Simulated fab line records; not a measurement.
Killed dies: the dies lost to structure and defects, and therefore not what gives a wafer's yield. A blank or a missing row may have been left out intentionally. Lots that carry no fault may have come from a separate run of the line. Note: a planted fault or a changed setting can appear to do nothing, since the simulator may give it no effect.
The tool behind it: which one?	flow nand_harc	Sampling: 11 lots, 31 wafers, 5 of 1302 route steps

== WHAT EACH GAUGE READ, for each wafer ==
NHARC_A_CHANNEL_HOLE_D1_INSPECT_40.
lot	measured	on	raw_defect_count
L960	day 9 01:17	defect_inspect-02	112 104 110
L962	day 10 03:23	defect_inspect-01	40 21 28
L966	day 12 03:08	defect_inspect-02	458 467
L968	day 12 22:05	defect_inspect-01	516 548 555 522 555 544
L973	day 14 23:13	defect_inspect-01	116 95 115
L976	day 15 14:41	defect_inspect-02	108 87 104
L975	day 15 15:13	defect_inspect-02	56 80 106
L977	day 16 04:35	defect_inspect-01	117 103 137
L978	day 16 17:42	defect_inspect-02	148 111 104
L981	day 18 00:13	defect_inspect-02	70 65 53
L982	day 18 08:58	defect_inspect-02	33 63 44

== WHAT TOOL EACH LOT RAN ON (gives the tool, then ch and the chambers of the sampled wafers, and finally the start) ==
lot	NHARC_A_CHANNEL_HOLE_D1_ETCH_21	NHARC_A_CHANNEL_HOLE_D1_ETCH_24	NHARC_A_CHANNEL_HOLE_D1_ETCH_25	NHARC_A_CHANNEL_HOLE_D1_ETCH_44
L960	har_etch-02 ch 0,1, day 8 19:58	har_etch-02 ch 0,1, day 8 21:42	har_etch-02 ch 0,1, day 8 22:28	rie_diel-01 ch 1,2,3, day 9 00:17
L962	har_etch-01 ch 0,1, day 9 22:04	har_etch-01 ch 0,1, day 9 23:47	har_etch-01 ch 0,1, day 10 00:33	rie_diel-03 ch 0,1,3, day 10 02:25
L966	har_etch-02 ch 0, day 11 21:59	har_etch-02 ch 0, day 11 23:47	har_etch-02 ch 0, day 12 00:35	rie_diel-03 ch 3, day 12 02:08
L968	har_etch-02 ch 0, day 12 16:43	har_etch-02 ch 0, day 12 18:29	har_etch-02 ch 0, day 12 19:16	rie_diel-01 ch 0,1,3, day 12 21:07
L973	har_etch-02 ch 0,1, day 14 18:05	har_etch-02 ch 0,1, day 14 19:54	har_etch-02 ch 0,1, day 14 20:42	rie_diel-01 ch 0,2,3, day 14 22:15
L976	har_etch-02 ch 0, day 15 09:29	har_etch-02 ch 0, day 15 11:15	har_etch-02 ch 0, day 15 12:02	rie_diel-03 ch 1,3, day 15 13:43
L975	har_etch-01 ch 0,1, day 15 09:52	har_etch-01 ch 0,1, day 15 11:34	har_etch-01 ch 0,1, day 15 12:20	rie_diel-07 ch 0,2,3, day 15 14:09
L977	har_etch-02 ch 0,1, day 15 23:16	har_etch-02 ch 0,1, day 16 00:57	har_etch-02 ch 0,1, day 16 01:43	rie_diel-01 ch 0,2,3, day 16 03:37
L978	har_etch-02 ch 0,1, day 16 12:26	har_etch-02 ch 0,1, day 16 14:14	har_etch-02 ch 0,1, day 16 15:03	rie_diel-01 ch 0,1,2, day 16 16:44
L981	har_etch-01 ch 0,1, day 17 18:54	har_etch-01 ch 0,1, day 17 20:44	har_etch-01 ch 0,1, day 17 21:33	rie_diel-03 ch 0,1,2, day 17 23:09
L982	har_etch-02 ch 0,1, day 18 03:40	har_etch-02 ch 0,1, day 18 05:23	har_etch-02 ch 0,1, day 18 06:09	rie_diel-03 ch 0,1,3, day 18 07:59
- NHARC_A_CHANNEL_HOLE_D1_ETCH_21: etches the open film in C4F8/O2/Ar, time 514.3 s, target depth 1600 nm.
- NHARC_A_CHANNEL_HOLE_D1_ETCH_24: etches the open film in C4F8/O2/Ar, time 906.2 s, target depth 1500 nm.
- NHARC_A_CHANNEL_HOLE_D1_ETCH_25: etches the open film in C4F8/O2/Ar, time 1040.2 s, target depth 1500 nm.
- NHARC_A_CHANNEL_HOLE_D1_ETCH_44: etches the open film in CF4/O2, target depth 140 nm, overetch 14 nm, time 77 s.

== THE ANSWER, worked out from the rows above alone ==
Rule: the usual values come from the lots themselves. The widest of any qualifying gaps counts: lots, ordered by their means at a reading, are off when they make up no more than a third of the lots, leave a main group of 4 or more, and stand apart from it by 3 or more times the standard deviation of that group's means. If all means in a main group match to the digits the tables above print for the reading, that group is not used. A lot without any number at a reading at which 4 lots or more have one is off too. All remaining lots with rows at the step are treated as sound.
Off at NHARC_A_CHANNEL_HOLE_D1_INSPECT_40 (raw_defect_count): L966, L968. For the main group the mean is 86 and the standard deviation 31.
If a tool, at a process step before that reading, ran all the lots that are off and no sound lot after the first of them, it fits. Those tools and the gauges at NHARC_A_CHANNEL_HOLE_D1_INSPECT_40 are tried in the same way. None of those tried fits.

== WHAT THE SIMULATOR HAD INSERTED ==
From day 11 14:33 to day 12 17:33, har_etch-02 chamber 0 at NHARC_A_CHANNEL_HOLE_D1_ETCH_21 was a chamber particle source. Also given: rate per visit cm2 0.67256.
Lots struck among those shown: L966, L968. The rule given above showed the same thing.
